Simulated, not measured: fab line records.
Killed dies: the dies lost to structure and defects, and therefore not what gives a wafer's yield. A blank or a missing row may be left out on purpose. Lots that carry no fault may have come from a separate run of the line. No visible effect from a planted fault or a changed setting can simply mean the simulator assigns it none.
Struck lot and sound lot, side by side -- flow n5 finfet -- 37 out of 1938 route steps
Sound: these wafers, L263.1, L263.5, L263.6. Struck: wafer L283.6 (left out: L283.1, a lot-mate that was not struck); the cause follows at the end.
Per side, at each step with rows, come the tool, then ch with its chambers, and then its first start. Under that, the readings that differ: sound wafers -- struck wafers -- difference of the means -- sigmas: that difference in standard deviations of wafers without a fault.
alike: a reading whose means differ by less than 2 such deviations, as well as words and numbers matching on both sides. not compared: withheld readings; readings where some wafer has no value; bounds like >300 that might hide an equal value; numbers whose values overlap and for which the record gives no deviation.
A row with sigmas, a row that says differs or no value, or rows on one side alone: a step with any of these is where the two part. Non-overlapping numbers with no deviation appear without sigmas and do not part them. Lack of a reading on every wafer of one side parts them only where that side has two or more wafers.

first, 9 steps without rows for these wafers: N5_BEOL_M7_DESCUM_33 (chemistry O2, time 7 s); N5_BEOL_M7_ETCH_72 (etches underlayer in N2/H2, target depth 6.5 nm, time 5.2 s); N5_BEOL_M7_ETCH_65 (etches SiARC in CF4, target depth 15.6 nm, time 26 s); N5_BEOL_M7_ETCH_66 (etches SOC in N2/H2, target depth 80 nm, overetch 16 nm, time 120 s); N5_BEOL_M7_STRIP_69 (strips in N2/H2); N5_BEOL_M7_STRIP_73 (strips in N2/H2); N5_BEOL_M7_VIA_ETCH_34 (etches SiCOH lowk in C4F6/O2, target depth 125.5 nm, time 50.5 s); N5_BEOL_M7_STRIP_76 (strips in C4F6/O2); N5_BEOL_M7_STRIP_36 (strips in N2/H2).
N5_BEOL_M7_TRENCH_ETCH_37: etches SiCOH lowk in C4F6/O2, target depth 93.478 nm, time 31.2 s.
  sound on rie diel-01 ch 1,2,3, day 9 09:32; struck on rie diel-01 ch 3, day 14 04:08
reading,sound,struck,difference,sigmas
oes product au (a.u.),0.74 0.69 0.67,0.92,+0.22,+3
model.BEOL_M7.feature depth nm (nm),93.6 92.8 93,136.8,+43.7,
model.etch.depth nm (nm),93.63 92.81 93.04,136.9,+43.7,
model.TiN_of_BEOL_M7_HM_DEP_02.thk nm (nm),17.2 17.4 17.2,16.2,-1.1,
  alike: O2_flow_sccm, drypump motor current A, rf vpp V, showerhead plenum p Torr, throttle valve pct
  not compared: rf hours counter h
then, 2 steps without rows for these wafers: N5_BEOL_M7_ETCH_41 (etches SiCN in CH3F/O2, target depth 31.9 nm, time 57.8 s); N5_BEOL_M7_STRIP_80 (strips in N2/H2, time 10 s).
N5_BEOL_M7_OCD_MEAS_38:
  sound on ocd-01 at day 9 09:41; struck on ocd-02 at day 14 04:18
reading,sound,struck,difference,sigmas
trench depth nm (nm),93.5 92.6 93.1,137.6,+44.5,+26
then, 13 steps without rows for these wafers: N5_BEOL_M7_HM_STRIP_39 (strips TiN in peroxide tin strip, target depth 25 nm, time 158 s); N5_BEOL_M7_SRD_40 (time 30 s); N5_BEOL_M7_PRECLEAN_42 (cleans in residue remover, time 60 s); N5_BEOL_M7_SRD_43 (time 30 s); N5_BEOL_M7_CURE_75 (cures SiCOH lowk, time 120 s); N5_BEOL_M7_DEGAS_44 (time 60 s); N5_BEOL_M7_PRE_CLEAN_45 (time 30 s); N5_BEOL_M7_ALD_77 (deposits TaN, target thk 2 nm, pulse time 2 s, purge time 3 s); N5_BEOL_M7_SURFACE_TREAT_79; N5_BEOL_M7_CVD_78 (deposits Co from CCTBA/H2, target thk 2 nm, time 142.3 s); N5_BEOL_M7_SPUTTER_48 (material Cu, target thk 10 nm, time 1.667 s); N5_BEOL_M7_ECD_50 (material Cu, target thk 300 nm); N5_BEOL_M7_ANNEAL_51 (time 90 s).
N5_BEOL_M7_CMP_52: polishes, stops on SiCOH lowk, t overpolish 6.9 s, target thk 80 nm.
  sound on cmp-01 ch 0,2,3, day 9 13:13; struck on cmp-04 ch 3, day 14 06:25
reading,sound,struck,difference,sigmas
model.Cu_of_BEOL_M7_ECD_50.thk nm (nm),79.8 80.8 79.8,122.4,+42.3,
  alike: motor current A
N5_BEOL_M7_THK_MEAS_53: measures by xrf.
  sound on film metro-02 at day 9 13:26; struck on film metro-01 at day 14 06:38
reading,sound,struck,difference,sigmas
M7_THK (nm),77.9 79.2 78.0,120.3,+41.9,+20
then, 2 steps without rows for these wafers: N5_BEOL_M7_PRE_CLEAN_55 (time 15 s); N5_BEOL_M7_DEP_56 (deposits SiCN from 3MS/NH3, target thk 10 nm, time 17.5 s).
N5_BEOL_M7_RS_MEAS_57: measurement is done with a four-point probe.
  sound on film metro-02 at day 9 13:34; struck on film metro-01 at day 14 06:48
reading,sound,struck,difference,sigmas
M7_RS (ohm/sq),0.287 0.283 0.287,0.176,-0.110,-12
then, 5 steps without rows for these wafers: N5_BEOL_M8_ILD_DEP_00 (deposits SiCOH lowk from DEMS/porogen, target thk 179.75 nm, time 33.4 s); N5_BEOL_M8_CURE_74 (cures SiCOH lowk, time 240 s); N5_BEOL_M8_PECVD_70 (deposits SiO2 from TEOS/O2, target thk 20 nm, time 22.7 s); N5_BEOL_M8_HM_DEP_02 (deposits TiN, target thk 20 nm); N5_BEOL_M8_COAT_59 (time 60 s, resist thk 100 nm).
-- the record jumps here: 2 days lie between the struck wafers' starts before and after (it left off in module BEOL_M8 and takes up again in module BEOL_M15, whose first step shown is number 1830 of the route) --
N5_BEOL_M15_RC_MEAS_101:
  sound on prober-01 ch 0, day 11 18:37; struck on prober-01 ch 0, day 16 17:02
reading,sound,struck,difference,sigmas
COMB_M14 (S/m),4e-12 5.3e-12 6.8e-12,3.4e-12,-2.0e-12,-2
COMB_M15_max_site (S/m),4.8e-12 4.1e-12 4.6e-12,7.1e-12,+2.6e-12,+3
COMB_M8 (S/m),2.7e-11 2e-11 2.4e-11,3.4e-11,+1.0e-11,+2
SERP_M7 (ohm/um),13.8 14.2 13.6,8.6,-5.3,-8
SERP_M7_max_site (ohm/um),14.5 14.5 14.0,8.9,-5.4,-8
  alike: COMB_M10, COMB_M11, COMB_M12, COMB_M13, COMB_M15, COMB_M5, COMB_M6, COMB_M9, SERP_M10, SERP_M11, SERP_M12, SERP_M13, SERP_M14, SERP_M14_max_site, SERP_M5, SERP_M6, SERP_M8, SERP_M9

## WHERE THEY PART
Earliest at N5_BEOL_M7_TRENCH_ETCH_37; latest, in this record, at N5_BEOL_M15_RC_MEAS_101.

WHY: whatever the simulator had introduced
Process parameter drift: rie diel-01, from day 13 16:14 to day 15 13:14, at N5_BEOL_M7_TRENCH_ETCH_37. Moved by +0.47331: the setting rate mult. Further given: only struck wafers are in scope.
